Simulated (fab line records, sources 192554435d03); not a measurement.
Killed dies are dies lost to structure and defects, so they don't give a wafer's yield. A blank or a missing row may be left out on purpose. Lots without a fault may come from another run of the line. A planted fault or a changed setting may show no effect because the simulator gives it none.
fab line records | flow n5_finfet
record lots=11 wafers=32 last_day=18
route steps=1938 shown BEOL_M10@1491 PASSIVATION@1936
lots that met no fault: from a run of the same line without faults
start_h: hours from the record's first day to the start of the lot's first wafer shown | wait_h: hours since the lot's step before | " the same as in the row above | L1.1+2: a row that stands for several wafers | - no value, or no start given | * or withheld: withheld | < > ~ a bound
route shown NAME@n: a module of which the file shows steps, and the number in the route of the first | usual: mean/standard deviation of fault-free wafers | same: alike in all rows | chamber/n: place in a boat | sites: the reading at each site | _std_site: their standard deviation | _edge_site: outer sites' mean less inner sites' | radius_mm: how far each site lies from the wafer's centre | mask NAME#n: copy n | behind: the tool/chamber that last shaped the wafer | hold: why the lot was held/for how many hours/how that ended | device: the transistor (n, p or np) that didn't switch | end of line: the same wafers' tests at the end of the route | a step without rows: its recipe alone | killed: dies lost to structure and defects at the first sort, not the wafer's yield | map: a wafer's dies, x killed, . not, _ none there
set.NAME: the setting as run; set.NAME@STEP: as run at that earlier step | model.NAME: the simulator's own value behind a step, which no gauge read
steps of the route over a sample of lots; a table a step, a row a wafer
services: from which hour (start_h, from the record's first day; less than 0 if before it) a tool's chamber was out of use, for how many hours, and why
## steps
# step N5_BEOL_M10_HM_OPEN_17
# recipe chemistry=Cl2/BCl3 target_depth_a=200 overetch_a=60 target=TiN mask_material=SOC ion_energy_ev=150 pressure_mtorr=10 icp_w=1000 bias_w=126 Cl2_flow_sccm=53.25 bcl3_flow_sccm=21.75 Ar_flow_sccm=25
# usual drypump_motor_current_A=6.1/0.33 oes_product_au=0.67/0.086 throttle_valve_pct=22.09/0.26
# columns lot.wafer tool chamber start_h wait_h drypump_motor_current_A oes_product_au rf_hours_counter_h throttle_valve_pct
L322.3 rie_metal-03 1 247.21 0.1 6.4 0.61 - 22.44
L322.5 " 1 " " 6.4 0.60 - 22.44
L322.6 " 0 " " 5.3 0.54 - 21.96
L327.1 rie_metal-01 0 275.44 0.0 6.2 0.56 105 22.25
L327.2 " 1 " " 6.3 0.70 29 21.74
L327.5 " 0 " " 6.3 0.57 - 22.26
L330.1 rie_metal-01 1 281.67 0.0 6.3 0.70 29 21.72
L330.3 " 0 " " 6.3 0.56 - 22.25
L330.5 " 0 " " 6.3 0.56 - 22.25
L328.2 rie_metal-03 1 281.99 0.0 6.4 0.60 67 22.43
L328.5 " 1 " " 6.4 0.60 - 22.44
L328.6 " 0 " " 5.3 0.54 - 21.96
L329.2 rie_metal-02 1 282.33 0.0 6.0 0.70 24 22.18
L329.4 " 0 " " 5.9 0.82 - 22.11
L329.6 " 0 " " 5.9 0.81 - 22.13
L331.2 rie_metal-01 0 316.77 0.0 6.3 0.55 109 22.26
L331.4 " 0 " " 6.3 0.55 - 22.30
L338.2 rie_metal-02 0 328.85 0.0 5.9 0.78 6 22.12
L338.4 " 1 " " 5.9 0.69 - 22.19
L338.5 " 0 " " 6.0 0.79 - 22.10
L341.4 rie_metal-01 1 353.43 0.1 6.3 0.66 - 21.77
L341.5 " 1 " " 6.3 0.67 - 21.76
L341.6 " 1 " " 6.3 0.66 - 21.75
L339.2 rie_metal-03 1 353.46 0.0 6.4 0.59 75 22.45
L339.3 " 0 " " 5.3 0.82 - 21.70
L339.4 " 1 " " 6.4 0.59 - 22.43
L342.2 rie_metal-02 1 366.61 0.0 5.9 0.68 31 22.20
L342.3 " 1 " " 5.9 0.68 - 22.19
L342.5 " 1 " " 6.0 0.69 - 22.20
L343.1 rie_metal-01 0 388.21 0.0 6.3 0.81 2 21.96
L343.4 " 0 " " 6.3 0.81 - 21.96
L343.5 " 0 " " 6.3 0.80 - 21.98
# step N5_BEOL_M10_CD_MEAS_28
# recipe target_cd_nm=70 landing_energy_ev=500 detector=se_inlens polarity=opening
# usual cd_nm=69.7/0.89
# columns lot.wafer tool chamber start_h wait_h cd_nm
L322.3 cd_sem-01 0 247.70 - 67.7
L322.5 " 0 " " 69.3
L322.6 " 0 " " 68.1
L327.1 cd_sem-03 0 276.56 - 69.0
L327.2 " 0 " " 69.1
L327.5 " 0 " " 68.4
L330.1 cd_sem-01 0 282.28 - 71.0
L330.3 " 0 " " 71.2
L330.5 " 0 " " 70.8
L328.2 cd_sem-03 0 282.80 - 68.1
L328.5 " 0 " " 70.7
L328.6 " 0 " " 69.6
L329.2 cd_sem-03 0 282.96 - 70.1
L329.4 " 0 " " 70.6
L329.6 " 0 " " 69.7
L331.2 cd_sem-03 0 317.43 - 70.3
L331.4 " 0 " " 69.1
L338.2 cd_sem-03 0 329.57 - 69.6
L338.4 " 0 " " 70.6
L338.5 " 0 " " 70.0
L341.4 cd_sem-02 0 354.62 - 69.3
L341.5 " 0 " " 71.1
L341.6 " 0 " " 68.3
L339.2 cd_sem-01 0 354.78 - 69.0
L339.3 " 0 " " 69.2
L339.4 " 0 " " 70.0
L342.2 cd_sem-01 0 371.56 - 69.4
L342.3 " 0 " " 69.6
L342.5 " 0 " " 70.9
L343.1 cd_sem-01 0 388.97 - 69.6
L343.4 " 0 " " 67.9
L343.5 " 0 " " 69.5
# step N5_BEOL_M10_OVL_MEAS_29
# recipe points_per_wafer=44
# usual V9_OVL=-0.6/0.71
# columns lot.wafer tool chamber start_h wait_h V9_OVL[nm]
L322.3 overlay-02 0 247.73 0.0 -1.2
L322.5 " 0 " " -0.5
L322.6 " 0 " " 0.0
L327.1 overlay-01 0 276.59 0.0 -1.3
L327.2 " 0 " " -0.1
L327.5 " 0 " " -0.5
L330.1 overlay-01 0 282.31 0.0 -1.8
L330.3 " 0 " " -2.0
L330.5 " 0 " " -1.9
L328.2 overlay-02 0 282.83 0.0 -0.1
L328.5 " 0 " " -1.3
L328.6 " 0 " " 0.0
L329.2 overlay-02 0 282.99 0.0 -0.1
L329.4 " 0 " " -0.4
L329.6 " 0 " " 0.4
L331.2 overlay-01 0 317.46 0.0 0.2
L331.4 " 0 " " 0.1
L338.2 overlay-02 0 329.60 0.0 -0.6
L338.4 " 0 " " 0.0
L338.5 " 0 " " -1.1
L341.4 overlay-01 0 354.64 0.0 0.3
L341.5 " 0 " " -0.4
L341.6 " 0 " " -1.3
L339.2 overlay-01 0 354.81 0.0 -1.5
L339.3 " 0 " " 0.5
L339.4 " 0 " " -1.2
L342.2 overlay-02 0 371.59 0.0 -0.2
L342.3 " 0 " " 0.4
L342.5 " 0 " " -0.1
L343.1 overlay-02 0 389.00 0.0 -1.3
L343.4 " 0 " " -1.2
L343.5 " 0 " " -0.7
# step N5_BEOL_M10_ETCH_66
# recipe chemistry=N2/H2 target=SOC target_depth_a=1200 overetch_a=240 mask_material=SiARC temp_c=40 time_s=180 ion_energy_ev=200 pressure_mtorr=30 source_w=840 bias_w=150 n2_flow_sccm=200 h2_flow_sccm=200
# usual drypump_motor_current_A=5.9/0.57 oes_product_au=0.65/0.069 rf_vpp_V=523.9/2.7 run_length_s=203.0/0.45 showerhead_plenum_p_Torr=2.54/0.093 throttle_valve_pct=17.79/0.23
# columns lot.wafer tool chamber start_h wait_h drypump_motor_current_A oes_product_au rf_hours_counter_h rf_vpp_V run_length_s showerhead_plenum_p_Torr throttle_valve_pct
L322.3 rie_diel-01 2 247.87 0.0 6.7 0.60 196 524.7 202.2 2.53 17.83
L322.5 " 2 " " 6.7 0.60 - 524.7 202.8 2.53 17.84
L322.6 " 3 " " 5.9 0.76 - 524.3 203.6 2.60 17.42
L327.1 rie_diel-01 3 276.83 0.0 5.9 0.74 19 526.5 203.4 2.59 17.43
L327.2 " 0 " " 6.2 0.72 40 527.2 203.6 2.71 17.58
L327.5 " 1 " " 5.3 0.57 - 523.3 202.5 2.51 18.10
L330.1 rie_diel-01 2 283.14 0.0 6.7 0.60 209 522.8 202.2 2.53 17.85
L330.3 " 1 " " 5.3 0.58 211 522.2 202.8 2.51 18.09
L330.5 " 1 " " 5.2 0.58 - 524.0 202.6 2.51 18.09
L328.2 rie_diel-01 0 284.51 0.0 6.2 0.72 44 527.6 203.4 2.71 17.59
L328.5 " 2 " " 6.7 0.60 - 523.4 202.7 2.53 17.85
L328.6 " 3 " " 5.9 0.72 - 525.5 203.3 2.59 17.44
L329.2 rie_diel-01 0 284.98 0.0 6.2 0.72 44 529.0 204.0 2.71 17.59
L329.4 " 3 " " 5.9 0.74 23 526.0 203.1 2.59 17.43
L329.6 " 0 " " 6.2 0.72 - 526.9 203.5 2.71 17.59
L331.2 rie_diel-01 2 317.98 0.0 6.7 0.59 222 522.1 203.0 2.52 17.86
L331.4 " 1 " " 5.3 0.50 224 522.5 256.8 2.51 18.09
L338.2 rie_diel-01 2 329.94 0.0 6.7 0.58 226 522.8 203.1 2.52 17.88
L338.4 " 0 " " 6.2 0.61 60 529.1 257.9 2.70 17.59
L338.5 " 2 " " 6.7 0.59 - 521.2 202.3 2.52 17.88
L341.4 rie_diel-05 1 354.79 0.0 6.0 0.62 132 520.9 203.3 2.46 18.09
L341.5 " 1 " " 6.0 0.63 - 520.5 202.9 2.46 18.10
L341.6 " 0 " " 5.3 0.72 - 526.1 203.3 2.60 17.62
L339.2 rie_diel-05 3 355.25 0.0 6.7 0.78 4 528.5 202.6 2.71 17.63
L339.3 " 0 " " 5.2 0.71 26 524.5 203.3 2.60 17.64
L339.4 " 1 " " 5.9 0.62 132 521.4 203.0 2.46 18.10
L342.2 rie_diel-05 1 371.73 0.0 6.0 0.62 133 521.9 202.8 2.46 18.11
L342.3 " 2 " " 5.6 0.60 191 523.4 203.2 2.51 17.79
L342.5 " 3 " " 6.7 0.77 - 528.6 203.4 2.71 17.62
L343.1 rie_diel-06 0 389.50 0.0 6.4 0.55 236 521.3 203.5 2.41 18.09
L343.4 " 3 " " 4.8 0.57 215 520.2 202.5 2.42 17.98
L343.5 " 3 " " 4.8 0.57 - 518.7 202.7 2.42 17.98
# step N5_PASSIVATION_PROBE_49
# usual defect_limited_yield=91.4/1.4 killed_at_M0_to_M3=33/11 killed_at_M4_up=13/5.3 killed_at_contacts=13/6.1 killed_at_front_end=40/11 killed_at_other=2.9/2.7 killed_dies=102/17 killed_open=68/13 killed_short=32/7.5 sort_bin_4_leakage=0.00/0.022 sort_bin_5_function=5.1/0.98 sort_bin_6_memory=3.2/0.69 sort_bin_8_speed=0.1/1.1 sort_n_pass=1077/21 sort_yield_pct=91.3/1.7
# same gross_dies=1180 killed_at_back_side=0
# columns lot.wafer tool chamber start_h wait_h defect_limited_yield[%] killed_at_M0_to_M3 killed_at_M4_up killed_at_contacts killed_at_front_end killed_at_other killed_dies killed_open killed_short sort_bin_4_leakage[%] sort_bin_5_function[%] sort_bin_6_memory[%] sort_bin_8_speed[%] sort_n_pass sort_yield_pct[%]
L329.2 prober-01 - 349.37 0.1 93.6 14 10 7 44 0 75 45 28 0 3.8 2.5 0 1105 93.6
L329.4 prober-01 - 349.47 0.2 91.4 35 16 9 39 2 101 72 27 0 5.3 2.9 0 1079 91.4
L329.6 prober-01 - 349.57 0.3 94.2 22 13 6 25 2 68 43 22 0 3.0 2.5 0 1112 94.2
L331.2 prober-02 - 390.33 0.1 92.6 33 5 10 36 3 87 57 25 0 3.7 3.2 0 1093 92.6
# killed by level:class
L329.2 STI_FIN_REVEAL:geometric_particle:open=14 FIN_SAQP:geometric_particle:short=11 FIN_SAQP:geometric_particle:open=4 MOL_CONTACT_COAG:geometric_particle:open=4 BEOL_M4:geometric_particle:open=4 GATE_CUT:geometric_particle:short=3 MOL_CONTACT_COAG:geometric_particle:short=3 BEOL_M0_SAQP:geometric_particle:open=3
L329.4 FIN_SAQP:geometric_particle:short=12 BEOL_M0_SAQP:geometric_particle:open=8 DUMMY_GATE:geometric_particle:open=7 MOL_CONTACT_COAG:geometric_particle:open=7 BEOL_M1:geometric_particle:open=7 BEOL_M2:geometric_particle:open=7 FIN_SAQP:geometric_particle:open=6 STI_FIN_REVEAL:geometric_particle:open=6
L329.6 DUMMY_GATE:geometric_particle:open=8 BEOL_M4:geometric_particle:open=7 MOL_CONTACT_COAG:geometric_particle:open=5 BEOL_M0_SAQP:geometric_particle:short=5 BEOL_M3:geometric_particle:open=5 FIN_SAQP:geometric_particle:short=3 BEOL_M0_SAQP:geometric_particle:open=3 BEOL_M1:geometric_particle:open=3
L331.2 BEOL_M0_SAQP:geometric_particle:open=13 FIN_SAQP:geometric_particle:open=9 MOL_CONTACT_COAG:geometric_particle:open=8 BEOL_M0_SAQP:geometric_particle:short=7 FIN_SAQP:geometric_particle:short=5 GATE_CUT:geometric_particle:open=5 BEOL_M1:geometric_particle:open=5 GATE_CUT:geometric_particle:short=4
## services
# columns tool chamber start_h hours kind
rie_diel-06 0 227.20 14.4 repair
rie_metal-02 0 233.41 - clean
rie_metal-02 0 233.41 18.6 scheduled_down
rie_metal-02 0 233.41 18.6 vent_cycle
rie_diel-05 - 236.83 0.2 repair
rie_diel-06 2 241.76 6.5 repair
rie_diel-01 1 255.42 3.4 repair
rie_diel-05 0 265.60 - clean
rie_diel-05 0 265.60 - consumable_replace:focus_ring
rie_diel-05 0 265.60 22.7 scheduled_down
rie_diel-05 0 265.60 22.7 vent_cycle
rie_diel-01 2 270.68 4.7 repair
rie_diel-05 - 273.86 14.6 pm
rie_metal-03 0 295.59 - clean
rie_metal-03 0 295.59 24.7 scheduled_down
rie_metal-03 0 295.59 24.7 vent_cycle
rie_diel-05 3 314.94 11.0 repair
rie_diel-05 3 326.15 - clean
rie_diel-06 3 333.55 2.8 repair
rie_diel-06 - 334.62 0.7 repair
rie_metal-01 0 338.84 - clean
rie_metal-01 0 338.84 21.1 scheduled_down
rie_metal-01 0 338.84 21.1 vent_cycle
rie_diel-05 1 355.36 13.1 repair
## key
first_sign step=N5_BEOL_M10_ETCH_66 reading=run_length_s direction=up sigmas=99+ usual=* struck=*
effect none on later readings
met_at N5_BEOL_M10_ETCH_66
struck_lots L331,L338
struck_wafers L331.4,L338.4
not_acting_at N5_BEOL_M10_HM_OPEN_17,N5_BEOL_M10_CD_MEAS_28,N5_BEOL_M10_OVL_MEAS_29
onset_between 284.98 317.98
fault kind=process_parameter_drift tool=rie_diel-01 chamber=- onset_h=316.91 steps=N5_BEOL_M10_ETCH_66 channel=time_s offset=* shape=step end_h=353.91 scope=struck_wafers_only acts_in=* stated=*
